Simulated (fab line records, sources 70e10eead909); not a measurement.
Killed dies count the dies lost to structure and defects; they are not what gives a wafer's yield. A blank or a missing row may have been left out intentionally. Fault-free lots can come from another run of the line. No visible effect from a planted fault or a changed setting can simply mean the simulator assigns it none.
The tool behind it: which one? | flow nandHarc | Sampling: 13 lots, 39 wafers, 6 of 1159 route steps

WHAT THE GAUGES SHOWED, per wafer
NHARC_A_ZERO_WELL_CD_MEAS_10: the cd target is 2000 nm. Usual: cdNm at 2001.2 nm, with a standard deviation of 1.9.
lot  | measured     | on       | cdNm (nm)            | flag
L402 | day 6 16:16  | cdSem-03 | 2001.6 2002.4 2003.8 | 
L404 | day 7 05:39  | cdSem-01 | 1999.9 2002.1 2003.9 | 
L403 | day 7 14:10  | cdSem-02 | 1999.6 1998.8 1997.8 | 
L407 | day 7 17:13  | cdSem-01 | 2003.3 2001.1 2002.7 | 
L406 | day 7 17:59  | cdSem-01 | 2003.9 2003.2 1999.4 | 
L408 | day 8 10:43  | cdSem-03 | 1999.6 1999.2 2001.8 | 
L409 | day 8 11:43  | cdSem-01 | 2002.6 2005.1 2005.1 | 
L412 | day 9 02:13  | cdSem-02 | 2002.7 2005.3 2002.6 | 
L414 | day 9 20:14  | cdSem-03 | 2000.2 2000.2 2001.3 | 
L418 | day 10 22:17 | cdSem-02 | 2003.6 2000.0 2000.2 | 
L419 | day 10 23:18 | cdSem-03 | 2000.6 2001.8 1998.9 | 
L421 | day 11 13:49 | cdSem-03 | 2000.4 2001.8 2000.2 | 
L423 | day 12 00:44 | cdSem-03 | 2001.6 2001.5 2003.8 | 

NHARC_A_ONON_D1_THK_MEAS_21: measures by ellipsometry. Usual: thkNm at 1001 nm, with a standard deviation of 10.
lot  | measured     | on           | thkNm (nm)     | flag
L402 | day 8 03:49  | filmMetro-01 | 990 991 991    | 
L404 | day 8 16:19  | filmMetro-01 | 987 989 986    | 
L403 | day 8 22:41  | filmMetro-02 | 988 989 989    | 
L407 | day 8 22:41  | filmMetro-01 | 1007 1007 1007 | 
L406 | day 9 03:10  | filmMetro-01 | 1017 1017 1016 | 
L408 | day 9 18:40  | filmMetro-01 | 1006 1006 1004 | 
L409 | day 9 18:40  | filmMetro-02 | 982 984 983    | 
L412 | day 10 13:49 | filmMetro-01 | 995 994 993    | 
L414 | day 11 04:50 | filmMetro-01 | 997 996 997    | 
L418 | day 12 10:53 | filmMetro-01 | 1012 1011 1010 | 
L419 | day 12 10:54 | filmMetro-02 | 1010 1008 1009 | 
L421 | day 13 01:39 | filmMetro-02 | 1058 1056 1055 | OFF
L423 | day 13 09:35 | filmMetro-01 | 1081 1080 1080 | OFF

NHARC_END_SORT_01. Usual: killedAtArray 26, standard deviation 11; killedAtOther 0.6, standard deviation 1; killedAtPeriphery 3.1, standard deviation 2.1; killedDies 30, standard deviation 11; killedOpen 3.4, standard deviation 1.8; killedShort 2.1, standard deviation 1.5.
lot  | measured     | on        | killedAtArray | killedAtOther | killedAtPeriphery | killedDies  | killedOpen | killedShort | flag
L421 | day 24 10:36 | prober-01 | 674 670 674   | 1 0 0         | 2 7 3             | 677 677 677 | 7 3 3      | 4 5 0       | OFF
L423 | day 24 11:25 | prober-02 | 671 674 674   | 1 0 0         | 5 3 3             | 677 677 677 | 5 3 6      | 3 5 2       | OFF

EACH LOT AND THE TOOL THAT RAN IT (in order: tool; ch and the chambers of the sampled wafers; start)
lot  | NHARC_P_BONDPAD_ACTIVATE_29       | NHARC_A_ZERO_WELL_RTA_16        | NHARC_A_ONON_D1_DEP_19
L402 | rieDiel-02 ch 0,2,3, day 6 15:08  | rtpAnneal-02 ch 0, day 6 17:34  | pecvdOnon-04 ch 0, day 8 03:18
L404 | rieDiel-07 ch 0,1,3, day 7 04:26  | rtpAnneal-02 ch 0, day 7 07:26  | pecvdOnon-03 ch 0, day 8 15:59
L403 | rieDiel-09 ch 1,2, day 7 12:56    | rtpAnneal-01 ch 0, day 7 15:43  | pecvdOnon-04 ch 0, day 8 22:10
L407 | rieDiel-02 ch 1,3, day 7 15:58    | rtpAnneal-01 ch 0, day 7 18:49  | pecvdOnon-02 ch 0, day 8 22:17
L406 | rieDiel-02 ch 0,3, day 7 16:50    | rtpAnneal-01 ch 0, day 7 19:38  | pecvdOnon-02 ch 0, day 9 02:46
L408 | rieDiel-02 ch 0,1, day 8 09:37    | rtpAnneal-02 ch 0, day 8 12:01  | pecvdOnon-03 ch 0, day 9 18:09
L409 | rieDiel-02 ch 2,3, day 8 10:28    | rtpAnneal-01 ch 0, day 8 12:59  | pecvdOnon-04 ch 0, day 9 18:10
L412 | rieDiel-02 ch 0,2,3, day 9 00:58  | rtpAnneal-01 ch 0, day 9 03:31  | pecvdOnon-03 ch 0, day 10 13:22
L414 | rieDiel-02 ch 0,1,2, day 9 19:01  | rtpAnneal-01 ch 0, day 9 21:32  | pecvdOnon-02 ch 0, day 11 04:23
L418 | rieDiel-02 ch 0,2,3, day 10 21:04 | rtpAnneal-01 ch 0, day 10 23:37 | pecvdOnon-03 ch 0, day 12 10:30
L419 | rieDiel-02 ch 2,3, day 10 22:02   | rtpAnneal-02 ch 0, day 11 00:37 | pecvdOnon-04 ch 0, day 12 10:30
L421 | rieDiel-02 ch 0,1,2, day 11 12:34 | rtpAnneal-01 ch 0, day 11 15:07 | pecvdOnon-04 ch 0, day 13 01:12
L423 | rieDiel-02 ch 0,2, day 11 23:29   | rtpAnneal-01 ch 0, day 12 02:05 | pecvdOnon-04 ch 0, day 13 09:11
- NHARC_P_BONDPAD_ACTIVATE_29: chemistry N2, time 60 s.
- NHARC_A_ZERO_WELL_RTA_16: time 10 s.
- NHARC_A_ONON_D1_DEP_19: target thk 1000 nm.

WHAT THE TOOLS THEMSELVES READ (means of the sampled wafers that have a number; where no wafer has one, the mark that the record gives instead)
NHARC_P_BONDPAD_ACTIVATE_29. Usual: drypumpMotorCurrentA 5.80 A, standard deviation 0.22; oesProductAu 0.999 a.u., standard deviation 0.0083; rfVppV 64.3 V, standard deviation 0.9; showerheadPlenumPTorr 1.78 Torr, standard deviation 0.079.
lot  | tool       | drypumpMotorCurrentA (A) | oesProductAu (a.u.) | rfVppV (V) | showerheadPlenumPTorr (Torr) | flag
L402 | rieDiel-02 | 5.72                     | 1.003               | 64.3       | 1.76                         | 
L404 | rieDiel-07 | 6.22                     | 1.010               | 64.2       | 1.73                         | 
L403 | rieDiel-09 | 5.89                     | 1.003               | 64.4       | 1.81                         | 
L407 | rieDiel-02 | 5.81                     | 0.996               | 64.8       | 1.85                         | 
L406 | rieDiel-02 | 5.69                     | 1.002               | 64.0       | 1.72                         | 
L408 | rieDiel-02 | 5.73                     | 1.003               | 65.0       | 1.72                         | 
L409 | rieDiel-02 | 5.78                     | 0.993               | 65.0       | 1.80                         | 
L412 | rieDiel-02 | 5.74                     | 1.004               | 63.7       | 1.76                         | 
L414 | rieDiel-02 | 5.80                     | 0.996               | 64.2       | 1.76                         | 
L418 | rieDiel-02 | 5.76                     | 1.000               | 64.3       | 1.76                         | 
L419 | rieDiel-02 | 5.77                     | 0.997               | 65.5       | 1.80                         | 
L421 | rieDiel-02 | 5.78                     | 1.002               | 64.1       | 1.76                         | 
L423 | rieDiel-02 | 5.72                     | 0.999               | 64.5       | 1.69                         | 

NHARC_A_ZERO_WELL_RTA_16. Usual: lampPowerPct 34.4 %, standard deviation 1.2; wafer_temp_C_max 1004.9, standard deviation 1.7.
lot  | tool         | lampPowerPct (%) | wafer_temp_C_max | flag
L402 | rtpAnneal-02 | 35.8             | 1007.5           | 
L404 | rtpAnneal-02 | 35.8             | 1006.0           | 
L403 | rtpAnneal-01 | 33.3             | 1003.0           | 
L407 | rtpAnneal-01 | 33.4             | 1004.6           | 
L406 | rtpAnneal-01 | 33.3             | 1003.7           | 
L408 | rtpAnneal-02 | 35.8             | 1006.5           | 
L409 | rtpAnneal-01 | 33.4             | 1004.1           | 
L412 | rtpAnneal-01 | 33.4             | 1003.6           | 
L414 | rtpAnneal-01 | 33.3             | 1003.2           | 
L418 | rtpAnneal-01 | 33.3             | 1004.0           | 
L419 | rtpAnneal-02 | 35.8             | 1006.1           | 
L421 | rtpAnneal-01 | 33.3             | 1004.3           | 
L423 | rtpAnneal-01 | 33.4             | 1003.8           | 

THE ANSWER, worked out from the rows above alone
Rule: a lot is off if the mean of its wafers that have a number lies more than 3 standard deviations from the usual mean. Also off: a lot with no number at a reading for which 4 or more lots have one. The other lots that the step has rows for count as sound. First the gauges in route order, then the tools' own readings, where a lot's mean is used as printed above. At the first step where some lot is off, the reading lying furthest off is the one used; lots without a number count as furthest.
Off, at NHARC_A_ONON_D1_THK_MEAS_21 on thkNm: L421, L423.
A tool fits if, at a process step before that reading, it ran every lot that is off, and no sound lot after the first of them. The gauges at NHARC_A_ONON_D1_THK_MEAS_21 aren't tried: what is off there is off at NHARC_END_SORT_01 too, on other tools, and a gauge's error can't cause that. Can't be told from this: 3 tools fit, rieDiel-02 at NHARC_P_BONDPAD_ACTIVATE_29, rtpAnneal-01 at NHARC_A_ZERO_WELL_RTA_16, pecvdOnon-04 at NHARC_A_ONON_D1_DEP_19.

WHAT THE SIMULATOR HAD PUT IN
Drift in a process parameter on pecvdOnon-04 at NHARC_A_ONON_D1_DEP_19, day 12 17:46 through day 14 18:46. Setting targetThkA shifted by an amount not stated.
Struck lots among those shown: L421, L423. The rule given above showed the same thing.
